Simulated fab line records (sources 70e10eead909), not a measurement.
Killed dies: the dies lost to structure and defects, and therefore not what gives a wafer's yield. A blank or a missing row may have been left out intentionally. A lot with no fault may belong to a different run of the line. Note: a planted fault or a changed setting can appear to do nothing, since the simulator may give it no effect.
Which tool was responsible? :: flow nand_harc :: Sampling: 14 lots, 41 wafers, 5 of 1159 route steps

## WHAT THE GAUGES SHOWED, per wafer
NHARC_A_START_INSPECT_01.
lot: L696
measured: day 6 13:26
on: defect_inspect-02
raw_defect_count: 4 4 2

lot: L695
measured: day 6 14:17
on: defect_inspect-02
raw_defect_count: 3 2 5

lot: L698
measured: day 6 21:17
on: defect_inspect-01
raw_defect_count: 9 4 3

lot: L697
measured: day 7 06:51
on: defect_inspect-01
raw_defect_count: 3 5 8

lot: L701
measured: day 7 16:40
on: defect_inspect-02
raw_defect_count: 3 4 1

lot: L699
measured: day 7 17:25
on: defect_inspect-01
raw_defect_count: 7 3 3

lot: L700
measured: day 7 18:05
on: defect_inspect-01
raw_defect_count: 3 5 4

lot: L704
measured: day 8 17:33
on: defect_inspect-02
raw_defect_count: 1 4

lot: L705
measured: day 9 02:28
on: defect_inspect-01
raw_defect_count: 5 4 2

lot: L711
measured: day 10 09:52
on: defect_inspect-02
raw_defect_count: 4 6 6

lot: L713
measured: day 11 04:38
on: defect_inspect-01
raw_defect_count: 3 5 3

lot: L714
measured: day 11 12:11
on: defect_inspect-01
raw_defect_count: 2 2 3

lot: L716
measured: day 11 18:20
on: defect_inspect-02
raw_defect_count: 3 4 3

lot: L718
measured: day 12 09:49
on: defect_inspect-01
raw_defect_count: 3 0 3

NHARC_A_ONON_D1_THK_MEAS_21: measures by ellipsometry.
lot: L696
measured: day 8 00:00
on: film_metro-02
thk_nm (nm): 994 996 995

lot: L695
measured: day 8 00:00
on: film_metro-01
thk_nm (nm): 1002 1002 1001

lot: L698
measured: day 8 06:47
on: film_metro-02
thk_nm (nm): 992 991 992

lot: L697
measured: day 8 19:48
on: film_metro-02
thk_nm (nm): 1009 1007 1009

lot: L701
measured: day 9 04:01
on: film_metro-02
thk_nm (nm): 1017 1019 1016

lot: L699
measured: day 9 04:00
on: film_metro-01
thk_nm (nm): 1011 1014 1013

lot: L700
measured: day 9 04:22
on: film_metro-02
thk_nm (nm): 988 986 985

lot: L704
measured: day 10 01:55
on: film_metro-02
thk_nm (nm): 986 903

lot: L705
measured: day 10 14:08
on: film_metro-02
thk_nm (nm): 989 988 907

lot: L711
measured: day 11 20:27
on: film_metro-02
thk_nm (nm): 999 999 918

lot: L713
measured: day 12 15:15
on: film_metro-01
thk_nm (nm): 988 991 989

lot: L714
measured: day 12 23:23
on: film_metro-01
thk_nm (nm): 1000 1001 1000

lot: L716
measured: day 13 04:12
on: film_metro-01
thk_nm (nm): 999 997 1000

lot: L718
measured: day 13 23:32
on: film_metro-02
thk_nm (nm): 996 994 996

NHARC_A_ONON_D1_THK_MEAS_30: measures by ellipsometry.
lot: L696
measured: day 8 01:42
on: film_metro-02
thk_nm (nm): 1009 1012 1011

lot: L695
measured: day 8 01:43
on: film_metro-01
thk_nm (nm): 994 995 995

lot: L698
measured: day 8 08:30
on: film_metro-02
thk_nm (nm): 996 997 996

lot: L697
measured: day 8 21:30
on: film_metro-02
thk_nm (nm): 1017 1017 1016

lot: L701
measured: day 9 05:52
on: film_metro-02
thk_nm (nm): 994 995 993

lot: L699
measured: day 9 05:44
on: film_metro-02
thk_nm (nm): 992 993 992

lot: L700
measured: day 9 06:05
on: film_metro-02
thk_nm (nm): 1003 1003 1002

lot: L704
measured: day 10 03:38
on: film_metro-01
thk_nm (nm): 993 993

lot: L705
measured: day 10 15:50
on: film_metro-02
thk_nm (nm): 990 990 991

lot: L711
measured: day 11 22:08
on: film_metro-02
thk_nm (nm): 994 995 994

lot: L713
measured: day 12 16:58
on: film_metro-01
thk_nm (nm): 993 994 993

lot: L714
measured: day 13 01:05
on: film_metro-02
thk_nm (nm): 1007 1007 1008

lot: L716
measured: day 13 05:54
on: film_metro-02
thk_nm (nm): 988 990 988

lot: L718
measured: day 14 01:15
on: film_metro-02
thk_nm (nm): 986 983 984

## WHICH TOOL RAN EACH LOT (tool, then ch and the chambers of the sampled wafers, then the start)
lot: L696
NHARC_P_BONDPAD_ANNEAL_28: rtp_anneal-01 ch 0, day 6 12:08
NHARC_A_ONON_D1_DEP_19: pecvd_onon-02 ch 0, day 7 23:33

lot: L695
NHARC_P_BONDPAD_ANNEAL_28: rtp_anneal-02 ch 0, day 6 13:00
NHARC_A_ONON_D1_DEP_19: pecvd_onon-04 ch 0, day 7 23:37

lot: L698
NHARC_P_BONDPAD_ANNEAL_28: rtp_anneal-02 ch 0, day 6 19:59
NHARC_A_ONON_D1_DEP_19: pecvd_onon-02 ch 0, day 8 06:20

lot: L697
NHARC_P_BONDPAD_ANNEAL_28: rtp_anneal-01 ch 0, day 7 05:32
NHARC_A_ONON_D1_DEP_19: pecvd_onon-04 ch 0, day 8 19:20

lot: L701
NHARC_P_BONDPAD_ANNEAL_28: rtp_anneal-01 ch 0, day 7 15:20
NHARC_A_ONON_D1_DEP_19: pecvd_onon-04 ch 0, day 9 03:30

lot: L699
NHARC_P_BONDPAD_ANNEAL_28: rtp_anneal-02 ch 0, day 7 16:04
NHARC_A_ONON_D1_DEP_19: pecvd_onon-02 ch 0, day 9 03:29

lot: L700
NHARC_P_BONDPAD_ANNEAL_28: rtp_anneal-01 ch 0, day 7 16:44
NHARC_A_ONON_D1_DEP_19: pecvd_onon-02 ch 0, day 9 03:50

lot: L704
NHARC_P_BONDPAD_ANNEAL_28: rtp_anneal-01 ch 0, day 8 16:18
NHARC_A_ONON_D1_DEP_19: pecvd_onon-04 ch 0, day 10 01:32

lot: L705
NHARC_P_BONDPAD_ANNEAL_28: rtp_anneal-01 ch 0, day 9 01:04
NHARC_A_ONON_D1_DEP_19: pecvd_onon-04 ch 0, day 10 13:37

lot: L711
NHARC_P_BONDPAD_ANNEAL_28: rtp_anneal-01 ch 0, day 10 08:30
NHARC_A_ONON_D1_DEP_19: pecvd_onon-04 ch 0, day 11 19:55

lot: L713
NHARC_P_BONDPAD_ANNEAL_28: rtp_anneal-02 ch 0, day 11 03:16
NHARC_A_ONON_D1_DEP_19: pecvd_onon-02 ch 0, day 12 14:47

lot: L714
NHARC_P_BONDPAD_ANNEAL_28: rtp_anneal-01 ch 0, day 11 10:48
NHARC_A_ONON_D1_DEP_19: pecvd_onon-01 ch 0, day 12 22:50

lot: L716
NHARC_P_BONDPAD_ANNEAL_28: rtp_anneal-01 ch 0, day 11 17:02
NHARC_A_ONON_D1_DEP_19: pecvd_onon-02 ch 0, day 13 03:45

lot: L718
NHARC_P_BONDPAD_ANNEAL_28: rtp_anneal-01 ch 0, day 12 08:32
NHARC_A_ONON_D1_DEP_19: pecvd_onon-01 ch 0, day 13 23:08
- NHARC_P_BONDPAD_ANNEAL_28: time 90 s.
- NHARC_A_ONON_D1_DEP_19: target thk 1000 nm.

## AS READ BY THE TOOLS THEMSELVES (means over the sampled wafers that have a number; for cases with no such wafer, the mark the record gives instead)
NHARC_P_BONDPAD_ANNEAL_28.
lot: L696
tool: rtp_anneal-01
wafer_temp_C_max: 225.83

lot: L695
tool: rtp_anneal-02
wafer_temp_C_max: 226.03

lot: L698
tool: rtp_anneal-02
wafer_temp_C_max: 226.10

lot: L697
tool: rtp_anneal-01
wafer_temp_C_max: 226.07

lot: L701
tool: rtp_anneal-01
wafer_temp_C_max: 225.69

lot: L699
tool: rtp_anneal-02
wafer_temp_C_max: 226.04

lot: L700
tool: rtp_anneal-01
wafer_temp_C_max: 225.64

lot: L704
tool: rtp_anneal-01
wafer_temp_C_max: 225.79

lot: L705
tool: rtp_anneal-01
wafer_temp_C_max: 225.69

lot: L711
tool: rtp_anneal-01
wafer_temp_C_max: 225.95

lot: L713
tool: rtp_anneal-02
wafer_temp_C_max: 225.94

lot: L714
tool: rtp_anneal-01
wafer_temp_C_max: 225.81

lot: L716
tool: rtp_anneal-01
wafer_temp_C_max: 225.91

lot: L718
tool: rtp_anneal-01
wafer_temp_C_max: 226.06

## THE ANSWER, worked out from the rows above alone
Rule: the lots themselves supply what counts as usual. The widest of any qualifying gaps counts: lots, ordered by their means at a reading, are off when they make up no more than a third of the lots, leave a main group of 4 or more, and stand apart from it by 3 or more times the standard deviation of that group's means. A main group is skipped when, at the precision printed for the reading in the tables above, its means are all equal. A lot without any number at a reading at which 4 lots or more have one is off too. Any other lot the step has rows for is counted as sound. Order of review: gauges by route order, followed by the tools' own readings, for which a lot's mean as printed above is used. At the first step where some lot is off, the reading lying furthest off is the one used; lots without a number count as furthest.
Across all readings shown, no lot is off: no conclusion can be drawn from this.

## WHAT THE SIMULATOR HAD PUT IN
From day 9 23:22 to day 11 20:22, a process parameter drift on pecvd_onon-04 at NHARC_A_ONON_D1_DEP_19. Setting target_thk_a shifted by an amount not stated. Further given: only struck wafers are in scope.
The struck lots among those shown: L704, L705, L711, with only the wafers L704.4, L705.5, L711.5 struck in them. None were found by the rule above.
